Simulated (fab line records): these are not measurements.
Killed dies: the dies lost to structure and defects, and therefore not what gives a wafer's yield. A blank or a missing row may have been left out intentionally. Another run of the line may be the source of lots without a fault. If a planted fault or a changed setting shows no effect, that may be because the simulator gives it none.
Which of the tools did it?    flow nandHarc    13 lots, 39 wafers sampled, at 6 steps of a route of 1159

WHAT THE GAUGES READ, wafer by wafer
NHARC_P_STI_OVL_MEAS_10.
lot   measured     on          overlayXNm (nm)  overlayYNm (nm)
L181  day 2 21:52  overlay-02  8 7 7            -5 -6 -5
L182  day 2 22:01  overlay-02  -2 -2 -1         -7 -7 -8
L184  day 3 08:26  overlay-02  -1 -1 -1         -6 -6 -6
L187  day 4 04:53  overlay-02  -4 -4 -4         0 1 0
L190  day 4 22:55  overlay-01  -4 -4 -4         -5 -5 -5
L191  day 5 06:29  overlay-02  -10 -10 -10      -8 -8 -9
L192  day 5 13:10  overlay-02  2 2 1            8 7 7
L194  day 5 19:38  overlay-02  3 3 3            1 1 0
L193  day 5 19:48  overlay-01  0 0 0            4 4 4
L200  day 7 11:18  overlay-01  -4 -5 -4         1 2 1
L201  day 7 16:53  overlay-02  -1 -2 -2         -2 -2 -2
L202  day 8 04:56  overlay-02  6 6 6            8 8 8
L203  day 8 09:47  overlay-02  1 1 1            11 12 11

NHARC_P_STI_INSPECT_25.
lot   measured     on                rawDefectCount
L181  day 4 06:12  defectInspect-01  157 202 190
L182  day 4 06:12  defectInspect-02  202 210 198
L184  day 4 11:29  defectInspect-01  297 240 211
L187  day 5 12:44  defectInspect-02  257 243 225
L190  day 6 02:07  defectInspect-02  255 433 302
L191  day 6 22:29  defectInspect-02  229 109 103
L192  day 6 22:30  defectInspect-01  201 361 382
L194  day 6 22:29  defectInspect-01  238 218 142
L193  day 6 22:31  defectInspect-02  256 189 191
L200  day 8 19:41  defectInspect-02  200 237 167
L201  day 8 19:41  defectInspect-01  213 248 324
L202  day 9 09:56  defectInspect-02  296 190 312
L203  day 9 09:58  defectInspect-02  143 175 268

NHARC_P_GATE_INSPECT_28.
lot   measured      on                rawDefectCount
L181  day 5 06:01   defectInspect-02  7 5 4
L182  day 5 05:23   defectInspect-02  4 5 5
L184  day 5 09:09   defectInspect-01  11 5 3
L187  day 6 13:02   defectInspect-01  5 11 8
L190  day 7 00:11   defectInspect-01  10 3 5
L191  day 7 20:58   defectInspect-01  1203 1314 1244 1193 1315 1227
L192  day 7 21:28   defectInspect-02  1235 1301 1312 1240 1291 1290
L194  day 7 20:39   defectInspect-02  1359 1256 1300 1353 1247 1292
L193  day 7 21:19   defectInspect-02  1241 1217 1282 1241 1230 1268
L200  day 9 19:43   defectInspect-02  5 8 2
L201  day 9 19:29   defectInspect-02  5 8 5
L202  day 10 11:13  defectInspect-01  3 9 3
L203  day 10 11:58  defectInspect-01  8 15 1

NHARC_END_SORT_01.
lot   measured      on         defectLimitedYield (%)  killedAtArray  killedAtOther  killedAtPeriphery  killedDies  killedOpen  killedShort  sort_bin_2_pct (%)  sort_bin_3_pct (%)  sort_bin_4_pct (%)  sortNPass    sortRimYieldPct (%)  sortYieldPct (%)
L187  day 21 13:20  prober-02  95.4 94.5 95.7          25 30 25       0 2 0          6 5 4              31 37 29    3 5 4       3 3 2        1.6 1.9 1.2         0.30 0.15 0.44      2.7 3.4 2.7         646 640 648  98.1 99.1 97.2       95.4 94.5 95.7

WHICH TOOL RAN EACH LOT (tool, then ch and the chambers of the sampled wafers, then the start)
lot   NHARC_P_GATE_OXIDE_16          NHARC_P_GATE_HM_OPEN_105
L181  furnace-03 ch 0, day 4 18:02   rieDiel-04 ch 0,2, no start
L182  furnace-03 ch 0, day 4 18:02   rieDiel-04 ch 0,1,2, no start
L184  furnace-06 ch 0, day 4 22:50   rieDiel-07 ch 0,1,2, no start
L187  furnace-04 ch 0, day 6 02:08   rieDiel-04 ch 0,3, day 21 13:20 or earlier
L190  furnace-06 ch 0, day 6 13:43   rieDiel-07 ch 0,3, no start
L191  furnace-06 ch 0, day 7 10:25   -
L192  furnace-06 ch 0, day 7 10:25   -
L194  furnace-06 ch 0, day 7 10:25   -
L193  furnace-06 ch 0, day 7 10:25   -
L200  furnace-03 ch 0, day 9 08:11   rieDiel-05 ch 0,2, no start
L201  furnace-03 ch 0, day 9 08:11   rieDiel-04 ch 0,2,3, no start
L202  furnace-04 ch 0, day 10 00:15  rieDiel-07 ch 2,3, no start
L203  furnace-04 ch 0, day 10 00:15  rieDiel-04 ch 0,1,2, no start
- NHARC_P_GATE_OXIDE_16: material SiO2, target thk 3 nm, ox time 392 s.
- NHARC_P_GATE_HM_OPEN_105: chemistry O2/COS, target depth 360 nm.

AS READ BY THE TOOLS THEMSELVES (means over the sampled wafers that have a number; for cases with no such wafer, the mark the record gives instead)
NHARC_P_GATE_OXIDE_16.
lot   tool        spikeTcLowerC (C)  spikeTcUpperC (C)
L181  furnace-03  873.6              876.4
L182  furnace-03  873.5              875.3
L184  furnace-06  875.5              874.7
L187  furnace-04  875.6              877.5
L190  furnace-06  875.6              875.7
L191  furnace-06  874.4              874.3
L192  furnace-06  875.7              874.5
L194  furnace-06  875.3              875.1
L193  furnace-06  875.2              875.4
L200  furnace-03  874.5              875.4
L201  furnace-03  874.4              875.0
L202  furnace-04  876.6              878.6
L203  furnace-04  875.9              879.2

NHARC_P_GATE_HM_OPEN_105.
lot   tool        drypumpMotorCurrentA (A)  o2FlowSccm (sccm)  oesProductAu (a.u.)  rfVppV (V)  showerheadPlenumPTorr (Torr)  throttleValvePct (%)
L181  rieDiel-04  5.9                       400.2              0.999                468.4       3.15                          28.328
L182  rieDiel-04  5.6                       400.4              1.003                468.6       3.16                          28.330
L184  rieDiel-07  5.5                       400.2              1.008                466.4       3.08                          28.331
L187  rieDiel-04  5.6                       400.1              1.012                468.9       3.23                          28.323
L190  rieDiel-07  5.1                       401.3              1.002                463.7       2.99                          28.332
L200  rieDiel-05  6.3                       399.7              1.007                467.9       3.17                          28.328
L201  rieDiel-04  5.7                       399.9              1.007                469.1       3.20                          28.336
L202  rieDiel-07  5.6                       400.1              1.026                467.8       3.14                          28.332
L203  rieDiel-04  5.6                       400.5              1.013                468.0       3.14                          28.324

THE ANSWER, worked out from the rows above alone
Rule: usual is defined by the lots themselves. Put in order of their means at a reading, lots are off if they are a third of the lots or fewer, leave a main group of 4 or more, and stand apart from it by a gap of 3 or more times the standard deviation of the main group's means; of several such gaps the widest counts. A main group is skipped when, at the precision printed for the reading in the tables above, its means are all equal. A lot without any number at a reading at which 4 lots or more have one is off too. Any other lot the step has rows for is counted as sound. After the gauges, taken in route order, come the tools' own readings; for these a lot's mean is taken, as printed above. At the first step where some lot is off, the reading lying furthest off is the one used; lots without a number count as furthest.
Off: L191, L192, L194, L193 (NHARC_P_GATE_INSPECT_28, rawDefectCount). The main group: mean 6.0, standard deviation 1.2.
A tool fits if, at a process step before that reading, it ran every lot that is off, and no sound lot after the first of them. Those tools and the gauges at NHARC_P_GATE_INSPECT_28 are tried in the same way. One fits: NHARC_P_GATE_OXIDE_16 on furnace-06. Its last sound lot is L190 (day 6 13:43), its first lot that is off L191 (day 7 10:25): a fault that began between those two fits.

WHAT THE SIMULATOR HAD PUT IN
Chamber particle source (furnace-06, NHARC_P_GATE_OXIDE_16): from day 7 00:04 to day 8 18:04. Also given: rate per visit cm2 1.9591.
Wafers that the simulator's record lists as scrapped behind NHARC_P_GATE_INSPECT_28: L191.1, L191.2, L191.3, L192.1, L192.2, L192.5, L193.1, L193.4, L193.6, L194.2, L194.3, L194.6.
Struck lots among those shown: L191, L192, L194, L193. The rule given above showed the same thing.
